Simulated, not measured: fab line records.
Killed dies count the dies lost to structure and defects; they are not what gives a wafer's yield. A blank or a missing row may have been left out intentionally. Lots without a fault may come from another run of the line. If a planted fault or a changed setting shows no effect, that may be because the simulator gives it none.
Struck lot and sound lot, side by side + flow nandHarc + 15 out of 1302 route steps
Sound: wafers L531.1, L531.5, L531.6. The struck wafers were L539.1, L539.2, L539.6. The cause comes at the end.
For every step that has rows: the tool of each side, followed by ch and its chambers, followed by its first start. Under that, the readings that differ: sound wafers + struck wafers + difference of the means + sigmas: that difference in standard deviations of wafers without a fault.
alike: readings with means less than 2 such deviations apart, plus words and numbers identical on both sides. not compared: withheld readings, readings lacking a value on some wafer, bounds such as >300 that could conceal the same value, and numbers that have no deviation in the record and whose values overlap.
Wherever a step has rows on one side only, a row that says differs or no value, or a row with sigmas, the two part there. When numbers do not overlap yet have no deviation, they are printed without sigmas and do not part them. A reading that every wafer of one side lacks parts them only if that side has two wafers or more.

first, 1 step without rows for these wafers: NHARC_A_ONON_D1_DEP_06 (target thk 1000 nm).
NHARC_A_ONON_D1_THK_MEAS_08: measures by ellipsometry.
  sound on filmMetro-01, day 8 04:05; struck on filmMetro-02, day 11 16:07
| reading    | sound       | struck         | difference | sigmas |
|------------|-------------|----------------|------------|--------|
| thkNm (nm) | 990 990 990 | 1014 1017 1017 | +26        | +3     |
then NHARC_A_ONON_D1_DEP_09 (target thk 1000 nm), 1 step lacking rows for these wafers.
NHARC_A_ONON_D1_THK_MEAS_11: measures by ellipsometry.
  sound on filmMetro-01, day 8 04:39; struck on filmMetro-02, day 11 16:40
  alike: thkNm
then NHARC_A_ONON_D1_DEP_12 (target thk 1000 nm), 1 step lacking rows for these wafers.
NHARC_A_ONON_D1_THK_MEAS_14: measures by ellipsometry.
  sound on filmMetro-02, day 8 05:15; struck on filmMetro-02, day 11 17:14
| reading    | sound          | struck      | difference | sigmas |
|------------|----------------|-------------|------------|--------|
| thkNm (nm) | 1014 1013 1013 | 992 993 990 | -22        | -2     |
then, 2 steps without rows for these wafers: NHARC_A_ONON_D1_ANNEAL_15 (time 3600 s); NHARC_A_ONON_D1_DEP_16 (target thk 1000 nm).
NHARC_A_ONON_D1_THK_MEAS_18: measures by ellipsometry.
  sound on filmMetro-01, day 8 16:06; struck on filmMetro-02, day 12 03:06
  alike: thkNm
then NHARC_A_ONON_D1_DEP_19 (target thk 1000 nm), 1 step lacking rows for these wafers.
NHARC_A_ONON_D1_THK_MEAS_21: measures by ellipsometry.
  sound on filmMetro-01, day 8 16:40; struck on filmMetro-02, day 12 03:40
  alike: thkNm
NHARC_A_ONON_D1_DEP_22: target thk 1000 nm.
  sound on pecvdOnon-01 ch 0, day 8 16:43; struck on pecvdOnon-02 ch 0, day 12 03:43
NHARC_A_ONON_D1_THK_MEAS_24: measures by ellipsometry.
  sound on filmMetro-01, day 8 17:14; struck on filmMetro-01, day 12 04:14
| reading    | sound          | struck      | difference | sigmas |
|------------|----------------|-------------|------------|--------|
| thkNm (nm) | 1002 1004 1003 | 705 706 706 | -297       | -34    |
then NHARC_A_ONON_D1_DEP_25 (target thk 1000 nm), 1 step lacking rows for these wafers.
-- break in the record here, with 16 days between the starts of the struck wafers on either side (left off in module A_ONON_D1, picked up again in module END, where the first step shown is number 1302 on the route) --
NHARC_END_SORT_01:
  here the record holds rows for the struck wafers (prober-01 ch 0, day 28 13:52) but none for the sound ones

== WHERE THEY PART ==
Earliest at NHARC_A_ONON_D1_THK_MEAS_08; latest, in this record, at NHARC_END_SORT_01.

WHY: what had been put in by the simulator
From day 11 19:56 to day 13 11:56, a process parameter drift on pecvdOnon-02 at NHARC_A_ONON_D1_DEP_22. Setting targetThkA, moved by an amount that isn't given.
